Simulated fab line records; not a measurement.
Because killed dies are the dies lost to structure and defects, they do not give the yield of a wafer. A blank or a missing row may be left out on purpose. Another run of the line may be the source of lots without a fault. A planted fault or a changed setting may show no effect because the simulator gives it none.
fab line records    flow n5-finfet    part 2 of 2: steps 20 to 26 of 26
record: lots: 5  wafers: 15  last-day: 16
route steps=1938 shown BEOL_M2@864
lots that met no fault: from a run of the same line without faults
start-h: the number of hours between the record's first day and the start of the first shown wafer of the lot    wait-h: hours from the lot's prior step to this one    " unchanged from the row above    L1.1+2: one row covering several wafers at once    - no value, or no start given    * or withheld: withheld    < > ~ a bound
route shown NAME@n: a module of which the file shows steps, and the number in the route of the first    usual: average and standard deviation across the fault-free wafers    same: alike in all rows    chamber/n: place in a boat    sites: per-site readings    _std_site: standard deviation across them    _edge_site: mean of outer sites minus mean of inner sites    radius-mm: how far each site lies from the wafer's centre    mask NAME#n: copy n    behind: the last tool/chamber to shape the wafer    hold: the reason the lot was held/the length of the hold in hours/how it ended    device: the transistor (n, p or np) that didn't switch    end of line: at the end of the route, the tests of the same wafers    a step with no rows: only its recipe    killed: dies that structure and defects cost at the first sort, which is not the same as the wafer's yield    map: per-die view of a wafer (x killed, . not killed, _ where there is no die)
set.NAME: the setting that was run; set.NAME@STEP: the one run at that earlier step    model.NAME: the simulator's own value behind a step, which no gauge read
certain route steps with their lots: each step a table, each wafer a row
services: when a tool's chamber went out of use (start-h, in hours from the record's first day, below 0 if earlier), for how many hours, and the reason
== steps ==
step: N5_BEOL_M2_ETCHBACK_99
recipe: chemistry: CHF3  target: SiO2  target-depth-a: 50  time-s: 10.4  source-w: 215  bias-w: 47  Ar_flow_sccm: 200  CHF3_flow_sccm: 12  ion-energy-ev: 100  pressure-mtorr: 30
usual: drypump-motor-current-A: 5.9/0.51  mfc-ar-sccm: 199.9/0.6  oes-product-au: 0.79/0.081  rf-vpp-V: 240.8/2  showerhead-plenum-p-Torr: 2.17/0.066  throttle-valve-pct: 17.07/0.26
lot.wafer  tool         chamber  start-h  wait-h  drypump-motor-current-A  mfc-ar-sccm  oes-product-au  rf-hours-counter-h  rf-vpp-V  showerhead-plenum-p-Torr  throttle-valve-pct
L081.1     rie-diel-05  0        184.17   0.4     5.6                      199.7        0.82            86                  242.0     2.08                      16.91
L081.5     "            0        "        "       5.6                      199.5        0.82            -                   241.7     2.09                      16.90
L081.6     "            2        "        "       6.6                      200.7        0.76            -                   239.5     2.16                      17.10
L087.1     rie-diel-04  2        216.47   3.2     5.7                      200.5        0.91            9                   236.2     2.20                      16.55
L087.2     "            1        "        "       5.7                      199.4        0.77            148                 241.0     2.15                      17.32
L087.5     "            2        "        "       5.7                      199.6        0.91            -                   238.6     2.20                      16.52
L088.2     rie-diel-05  0        226.53   3.9     5.6                      200.3        0.80            105                 242.5     2.08                      16.94
L088.3     "            2        "        "       6.6                      199.4        0.75            170                 239.9     2.15                      17.13
L088.5     "            1        "        "       6.2                      200.3        0.94            -                   245.8     2.21                      16.77
L089.3     rie-diel-04  1        226.59   0.7     5.7                      199.5        0.76            150                 240.1     2.15                      17.34
L089.5     "            3        "        "       5.7                      200.0        0.71            -                   241.0     2.23                      16.96
L089.6     "            1        "        "       5.7                      198.7        0.78            -                   239.6     2.15                      17.32
L096.3     rie-diel-01  0        267.09   1.7     5.5                      198.6        0.84            82                  239.2     2.18                      17.38
L096.4     "            3        "        "       5.1                      198.6        0.70            245                 237.5     2.04                      17.19
L096.5     "            0        "        "       5.5                      199.1        0.85            -                   241.8     2.18                      17.39
step: N5_BEOL_M2_ETCH_70
recipe: chemistry: N2/H2  target: SOC  target-depth-a: 800  overetch-a: 240  mask-material: SiARC  temp-c: 40  time-s: 130  ion-energy-ev: 200  pressure-mtorr: 30  source-w: 840  bias-w: 150  n2-flow-sccm: 200  h2-flow-sccm: 200
usual: drypump-motor-current-A: 5.9/0.51  oes-product-au: 0.58/0.057  rf-vpp-V: 524.2/2.2  showerhead-plenum-p-Torr: 2.55/0.077  throttle-valve-pct: 17.76/0.28
lot.wafer  tool         chamber  start-h  wait-h  drypump-motor-current-A  oes-product-au  rf-hours-counter-h  rf-vpp-V  showerhead-plenum-p-Torr  throttle-valve-pct
L081.1     rie-diel-05  0        184.20   0.0     5.6                      0.61            86                  520.4     2.46                      17.50
L081.5     "            0        "        "       5.6                      0.61            -                   521.5     2.46                      17.48
L081.6     "            2        "        "       6.6                      0.57            -                   523.1     2.55                      17.74
L087.1     rie-diel-04  2        216.50   0.0     5.7                      0.68            9                   525.7     2.60                      17.30
L087.2     "            1        "        "       5.7                      0.56            148                 522.9     2.54                      18.11
L087.5     "            2        "        "       5.8                      0.67            -                   526.1     2.60                      17.29
L088.2     rie-diel-05  0        226.57   0.0     5.6                      0.59            105                 520.3     2.45                      17.53
L088.3     "            2        "        "       6.6                      0.56            170                 523.7     2.54                      17.77
L088.5     "            1        "        "       6.3                      0.68            -                   524.3     2.60                      17.41
L089.3     rie-diel-04  1        226.63   0.0     5.7                      0.56            150                 525.9     2.54                      18.15
L089.5     "            3        "        "       5.7                      0.53            -                   526.8     2.62                      17.57
L089.6     "            1        "        "       5.7                      0.56            -                   524.8     2.54                      18.15
L096.3     rie-diel-01  0        267.12   0.0     5.5                      0.62            82                  522.7     2.57                      18.07
L096.4     "            3        "        "       5.1                      0.52            245                 519.4     2.40                      17.84
L096.5     "            0        "        "       5.5                      0.62            -                   524.9     2.57                      18.10
step: N5_BEOL_M2_STRIP_71
recipe: chemistry: N2/H2  temp-c: 40  n2-flow-sccm: 200  h2-flow-sccm: 200  rf-frequency-hz: 6e+07
lot.wafer   tool         chamber  start-h  wait-h
L081.1+5+6  rie-diel-05  0,0,2    184.29   0.0
L087.1+2+5  rie-diel-04  2,1,2    216.59   0.0
L088.2+3+5  rie-diel-05  0,2,1    226.65   0.0
L089.3+5+6  rie-diel-04  1,3,1    226.72   0.0
L096.3+4+5  rie-diel-01  0,3,0    267.21   0.0
step: N5_BEOL_M2_STRIP_78
recipe: chemistry: N2/H2  temp-c: 40  n2-flow-sccm: 200  h2-flow-sccm: 200  rf-frequency-hz: 6e+07
lot.wafer   tool         chamber  start-h  wait-h
L081.1+5+6  rie-diel-05  0,0,2    184.30   0.0
L087.1+2+5  rie-diel-04  2,1,2    216.60   0.0
L088.2+3+5  rie-diel-05  0,2,1    226.66   0.0
L089.3+5+6  rie-diel-04  1,3,1    226.73   0.0
L096.3+4+5  rie-diel-01  0,3,0    267.22   0.0
step: N5_BEOL_M2_VIA_ETCH_34
recipe: chemistry: C4F6/O2  target-depth-a: 694  mask-material: SOC  pressure-mtorr: 15  ion-energy-ev: 250  taper-deg: 4  time-s: 65.9  source-w: 350  bias-w: 170  Ar_flow_sccm: 300  C4F6_flow_sccm: 10  O2_flow_sccm: 10
usual: drypump-motor-current-A: 5.9/0.51  mfc-ar-sccm: 300.0/1  oes-product-au: 0.79/0.081  rf-vpp-V: 666/5.3  showerhead-plenum-p-Torr: 2.86/0.084  throttle-valve-pct: 30.7/0.3
lot.wafer  tool         chamber  start-h  wait-h  drypump-motor-current-A  mfc-ar-sccm  oes-product-au  rf-hours-counter-h  rf-vpp-V  showerhead-plenum-p-Torr  throttle-valve-pct
L081.1     rie-diel-05  0        184.31   0.0     5.6                      300.1        0.83            86                  668       2.76                      30.5
L081.5     "            0        "        "       5.6                      300.4        0.82            -                   671       2.76                      30.5
L081.6     "            2        "        "       6.6                      299.2        0.78            -                   663       2.85                      30.6
L087.1     rie-diel-04  2        216.61   0.0     5.7                      298.8        0.91            9                   655       2.90                      30.3
L087.2     "            1        "        "       5.7                      301.2        0.76            148                 665       2.84                      31.0
L087.5     "            2        "        "       5.8                      300.7        0.91            -                   655       2.91                      30.3
L088.2     rie-diel-05  0        226.67   0.0     5.6                      299.8        0.80            105                 667       2.75                      30.5
L088.3     "            2        "        "       6.6                      298.7        0.75            170                 663       2.84                      30.7
L088.5     "            1        "        "       6.3                      300.1        0.94            -                   675       2.91                      30.5
L089.3     rie-diel-04  1        226.74   0.0     5.7                      299.1        0.77            150                 666       2.83                      31.0
L089.5     "            3        "        "       5.6                      301.8        0.71            -                   666       2.94                      30.5
L089.6     "            1        "        "       5.7                      300.0        0.76            -                   667       2.83                      31.0
L096.3     rie-diel-01  0        267.23   0.0     5.5                      301.5        0.85            82                  668       2.88                      31.2
L096.4     "            3        "        "       5.1                      299.3        0.70            245                 658       2.70                      30.7
L096.5     "            0        "        "       5.5                      300.6        0.83            -                   666       2.88                      31.2
step: N5_BEOL_M2_STRIP_83
recipe: chemistry: C4F6/O2  resist: SiARC  rf-frequency-hz: 6e+07
lot.wafer   tool         chamber  start-h  wait-h
L081.1+5+6  rie-diel-05  0,0,2    184.36   0.0
L087.1+2+5  rie-diel-04  2,1,2    216.66   0.0
L088.2+3+5  rie-diel-05  0,2,1    226.72   0.0
L089.3+5+6  rie-diel-04  1,3,1    226.79   0.0
L096.3+4+5  rie-diel-01  0,3,0    267.28   0.0
step: N5_BEOL_M2_STRIP_36
recipe: chemistry: N2/H2  power-w: 450  temp-c: 40  pressure-mtorr: 20  rf-frequency-hz: 6e+07  overash-fraction: 0.3  bias-power-w: 7  h2-frac: 0.5  n2-flow-sccm: 200  h2-flow-sccm: 200
usual: bias-power-w: 7.003/0.02  drypump-motor-current-A: 5.9/0.51  oes-product-au: 0.79/0.083  rf-vpp-V: 59.1/1.4  showerhead-plenum-p-Torr: 2.55/0.077  throttle-valve-pct: 23.5/0.35
same: overash-fraction: 0.3
lot.wafer  tool         chamber  start-h  wait-h  bias-power-w  drypump-motor-current-A  oes-product-au  rf-hours-counter-h  rf-vpp-V  showerhead-plenum-p-Torr  throttle-valve-pct
L081.1     rie-diel-05  0        184.37   0.0     7.008         5.6                      0.82            86                  59.5      2.45                      23.1
L081.5     "            0        "        "       7.029         5.6                      0.84            -                   61.4      2.45                      23.1
L081.6     "            2        "        "       6.997         6.6                      0.77            -                   59.8      2.54                      23.4
L087.1     rie-diel-04  2        216.67   0.0     6.989         5.7                      0.93            9                   57.8      2.60                      23.2
L087.2     "            1        "        "       6.968         5.7                      0.76            148                 60.5      2.54                      24.0
L087.5     "            2        "        "       7.037         5.8                      0.92            -                   58.6      2.60                      23.2
L088.2     rie-diel-05  0        226.73   0.0     6.997         5.6                      0.80            105                 56.7      2.45                      23.2
L088.3     "            2        "        "       6.984         6.6                      0.75            170                 60.3      2.53                      23.5
L088.5     "            1        "        "       6.996         6.3                      0.93            -                   61.2      2.60                      23.2
L089.3     rie-diel-04  1        226.80   0.0     6.991         5.7                      0.77            150                 58.2      2.54                      24.0
L089.5     "            3        "        "       7.017         5.7                      0.71            -                   59.3      2.61                      23.2
L089.6     "            1        "        "       6.996         5.7                      0.76            -                   57.8      2.54                      24.0
L096.3     rie-diel-01  0        267.29   0.0     6.974         5.5                      0.85            82                  60.3      2.57                      23.9
L096.4     "            3        "        "       7.037         5.1                      0.70            245                 58.0      2.39                      23.5
L096.5     "            0        "        "       7.006         5.5                      0.84            -                   60.7      2.57                      24.0
== services ==
tool            chamber  start-h  hours  kind
rie-diel-04     1        160.26   9.4    repair
rie-metal-03    -        166.18   2.2    repair
ald-sin-04      1        169.02   2.7    repair
rie-diel-04     2        175.20   -      clean
rie-diel-04     2        175.20   -      consumable-replace:focus-ring
ald-sin-02      -        176.75   14.0   pm
ald-sin-04      -        180.72   14.6   pm
rie-diel-01     -        182.64   29.3   repair
euv-scanner-02  -        186.28   1.0    pm
euv-scanner-01  -        189.81   1.0    pm
ald-sin-04      2        203.92   12.4   repair
euv-scanner-02  -        206.29   1.0    repair
rie-diel-04     2        210.03   5.3    repair
rie-diel-04     1        217.31   5.0    repair
rie-diel-01     3        221.31   4.5    repair
ald-sin-04      -        234.32   3.0    repair
euv-scanner-01  -        240.13   4.6    pm
rie-diel-01     2        240.16   6.1    repair
euv-scanner-02  -        244.73   1.0    pm
euv-scanner-01  -        245.96   1.0    pm
euv-scanner-02  -        246.97   4.6    pm
rie-metal-02    0        253.58   26.6   repair
rie-metal-03    -        253.80   1.7    repair
rie-diel-04     1        265.61   2.8    repair
